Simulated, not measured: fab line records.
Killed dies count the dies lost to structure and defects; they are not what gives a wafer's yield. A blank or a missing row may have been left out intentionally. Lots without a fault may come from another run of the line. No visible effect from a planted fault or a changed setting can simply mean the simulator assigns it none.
Split-lot study + flow n5 finfet + 39 wafers read from 7 lots, route of 1938 steps

== ABOUT THE SPLIT ==
At N5_FIN_SAQP_SPACER1_ALD_24 (deposits SiO2, target thk 20.3 nm, pulse time 1 s, purge time 2 s), the setting temp c was moved away from the recipe's 300 C on 18 of the 39 wafers read, by -4.8% to +4.6%. This setting was run at the recipe's value on the other wafers.

== FROM THE SPLIT ON TO THE READING: in between, the file shows 1 step ==
- N5_FIN_SAQP_SPACER1_ETCHBACK_25: etches SiO2 in CHF3/O2, target depth 24.4 nm, time 12.2 s

== THE READING ==
FIN_SAQP.cd nm (the simulator's own value, which no gauge read), in nm, at N5_FIN_SAQP_MANDREL1_REMOVE_56 (chemistry HBr/Cl2/O2, target a-Si, stops on SiNx, bt time 10 s). No usual value for it is given in the file. Across the 21 wafers here that went through the recipe, the average is 20.4 nm and the standard deviation 0.085 nm.

| wafer  | tool, chamber at the split | temp c as run, C | against the recipe | FIN_SAQP.cd nm, nm | against lot-mates on the recipe |
|--------|----------------------------|------------------|--------------------|--------------------|---------------------------------|
| L075.1 | ald sin-02, 3,2,1          | 289              | -3.7%              | 21.2               | +0.9                            |
| L075.3 | ald sin-02, 3,2,1          | 289              | -3.7%              | 21.2               | +0.9                            |
| L075.4 | ald sin-02, 3,2,1          | 289              | -3.7%              | 21.2               | +0.9                            |
| L075.2 | ald sin-02, 0,2            | 300              | recipe             | 20.2               | -                               |
| L075.5 | ald sin-02, 0,2            | 300              | recipe             | 20.4               | -                               |
| L075.6 | ald sin-02, 3              | 300              | recipe             | 20.4               | -                               |
| L077.1 | ald sin-02, 2,0            | 300              | recipe             | 20.4               | -                               |
| L077.3 | ald sin-02, 2,0            | 300              | recipe             | 20.4               | -                               |
| L077.4 | ald sin-02, 1              | 300              | recipe             | 20.4               | -                               |
| L078.1 | ald sin-04, 1,2,1          | 285.7            | -4.8%              | 21.4               | +1.1                            |
| L078.3 | ald sin-04, 1,2,1          | 285.7            | -4.8%              | 21.4               | +1.1                            |
| L078.5 | ald sin-04, 1,2,1          | 285.7            | -4.8%              | 21.4               | +1.1                            |
| L078.2 | ald sin-04, 3,0            | 300              | recipe             | 20.2               | -                               |
| L078.4 | ald sin-04, 3,0            | 300              | recipe             | 20.2               | -                               |
| L078.6 | ald sin-04, 2              | 300              | recipe             | 20.4               | -                               |
| L079.1 | ald sin-02, 2,3,2          | 313.9            | +4.6%              | 19.8               | -0.5                            |
| L079.2 | ald sin-02, 0              | 300              | recipe             | 20.2               | -                               |
| L079.6 | ald sin-02, 1,3            | 300              | recipe             | 20.2               | -                               |
| L079.3 | ald sin-02, 2,3,2          | 313.9            | +4.6%              | 20                 | -0.3                            |
| L079.5 | ald sin-02, 2,3,2          | 313.9            | +4.6%              | 20                 | -0.3                            |
| L079.4 | ald sin-02, 1,3            | 300              | recipe             | 20.4               | -                               |
| L081.1 | ald sin-04, 3              | 300              | recipe             | 20.4               | -                               |
| L081.2 | ald sin-04, 2              | 300              | recipe             | 20.4               | -                               |
| L081.6 | ald sin-04, 2              | 300              | recipe             | 20.4               | -                               |
| L081.3 | ald sin-04, 0,3            | 292.2            | -2.6%              | 20.8               | +0.4                            |
| L081.5 | ald sin-04, 0,3            | 292.2            | -2.6%              | 20.8               | +0.4                            |
| L081.4 | ald sin-04, 1              | 292.2            | -2.6%              | 21                 | +0.6                            |
| L082.1 | ald sin-01, 1              | 310.1            | +3.4%              | 20                 | -0.4                            |
| L082.2 | ald sin-01, 3,2,0          | 300              | recipe             | 20.4               | -                               |
| L082.4 | ald sin-01, 3,2,0          | 300              | recipe             | 20.4               | -                               |
| L082.6 | ald sin-01, 3,2,0          | 300              | recipe             | 20.4               | -                               |
| L082.3 | ald sin-01, 0,1            | 310.1            | +3.4%              | 20.2               | -0.2                            |
| L082.5 | ald sin-01, 0,1            | 310.1            | +3.4%              | 20.2               | -0.2                            |
| L092.1 | ald sin-01, 2,3            | 300              | recipe             | 20.4               | -                               |
| L092.4 | ald sin-01, 2,3            | 300              | recipe             | 20.4               | -                               |
| L092.6 | ald sin-01, 0              | 300              | recipe             | 20.4               | -                               |
| L092.2 | ald sin-01, 0,1,1          | 310.5            | +3.5%              | 20                 | -0.4                            |
| L092.3 | ald sin-01, 0,1,1          | 310.5            | +3.5%              | 20                 | -0.4                            |
| L092.5 | ald sin-01, 0,1,1          | 310.5            | +3.5%              | 20                 | -0.4                            |
Rows listing several chambers each stand for several wafers; the file does not say which wafer went through which chamber.

FIT RESULTS
A straight line over all 39 wafers: FIN_SAQP.cd nm changes by -0.152 nm for each +1% of temp c; r = -0.93; the points scatter about the line by 0.16 nm.
The same after taking each lot's own level away (the mean of its wafers on the recipe; 39 wafers): -0.156 nm for each +1%; r = -0.93; scatter 0.17 nm.
According to that fit, moving temp c by its largest amount changes the reading by 0.74 nm.
The span of the lots' own levels, 20.27 to 20.40 nm, comes to 1.6 times the standard deviation stated above.
The two slopes agree, so the slope changes little with the lot-to-lot level.
Check: with one of the wafers moved furthest among these (-4.8%) left out of the fit, the line predicts +0.825 nm for it against its lot-mates. It came out at +1.13 nm against them.

== THE OTHER SPLITS THESE WAFERS WENT THROUGH ==
Note: prior to the reading, these wafers also went through further splits. Each is held against what the fit with the lots' levels taken away leaves over:
| other split on the same wafers | wafers away from the commonest value | r with FIN_SAQP.cd nm (lot level and that fit taken away) |
|--------------------------------|--------------------------------------|-----------------------------------------------------------|
| N5_WELL_APT_EXPOSE_05 dose mj  | 15                                   | +0.06                                                     |

== THE WHOLE CHAIN: every reading that the file lists as answering this split, in the file's order ==
| step                           | what it does                                                      | reading                                                                                 | change (the file's fit)               | r (the file's) |
|--------------------------------|-------------------------------------------------------------------|-----------------------------------------------------------------------------------------|---------------------------------------|----------------|
| N5_FIN_SAQP_SPACER1_ALD_24     | deposits SiO2, target thk 20.3 nm, pulse time 1 s, purge time 2 s | SiO2_of_FIN_SAQP_SPACER1_ALD_24.thk nm (the simulator's own value, which no gauge read) | -0.154 nm for each +1% of the setting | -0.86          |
| N5_FIN_SAQP_MANDREL1_REMOVE_56 | chemistry HBr/Cl2/O2, target a-Si, stops on SiNx, bt time 10 s    | FIN_SAQP.cd nm (the simulator's own value, which no gauge read)                         | -0.155 nm for each +1% of the setting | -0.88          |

== THE FILE'S OWN FIT ==
FIN_SAQP.cd nm changes by -0.155 nm for each +1% of temp c, r = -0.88.
